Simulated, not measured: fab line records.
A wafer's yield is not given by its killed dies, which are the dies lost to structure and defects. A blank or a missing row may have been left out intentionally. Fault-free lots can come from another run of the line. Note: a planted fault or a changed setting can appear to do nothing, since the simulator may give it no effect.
Matching of chambers    flow nandHarc    NHARC_A_STAIRCASE_DEP_301 on pecvd-02 has 3 sister chambers
The step deposits SiON, target thk 30 nm. 3 wafers are shown with their chamber, then 9 later ones without.

## WAFERS WITH THEIR CHAMBER
wafer   chamber  heaterPowerW (W)
L085.6  2        714
L087.4  1        745
L087.5  0        772

## WAFERS WITH NO CHAMBER GIVEN
wafer   heaterPowerW (W)
L090.2  817
L090.4  813
L090.5  809
L092.1  713
L092.4  717
L092.5  736
L091.3  689
L091.4  823
L091.5  697

## CHAMBER TAKEN BY EACH
wafer   from the rows above           in truth
L090.2  can't be placed: 0 or 1 or 2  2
L090.4  can't be placed: 0 or 1 or 2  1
L090.5  can't be placed: 0 or 1 or 2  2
L092.1  can't be placed: 2 or 1 or 0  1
L092.4  can't be placed: 2 or 1 or 0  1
L092.5  can't be placed: 1 or 2 or 0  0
L091.3  can't be placed: 2 or 1 or 0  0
L091.4  can't be placed: 0 or 1 or 2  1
L091.5  can't be placed: 2 or 1 or 0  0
0 of 9 placed correctly. These rows do not allow placing 9 (true chamber among the candidates in 9). 0 placed wrongly.
How it was worked out, from the rows above alone: a wafer's distance from a chamber is the root of the sum, over the readings, of the square of ((its reading less the chamber's mean) divided by the reading's scatter). If the next closest chamber is less than 2 further off than the closest, the wafer can't be placed; otherwise it belongs to the closest. For every chamber, the mean is computed from those of its wafers that are shown. The scatter: root of mean squared gap, hidden wafer to nearest shown wafer, with one shown wafer a chamber.
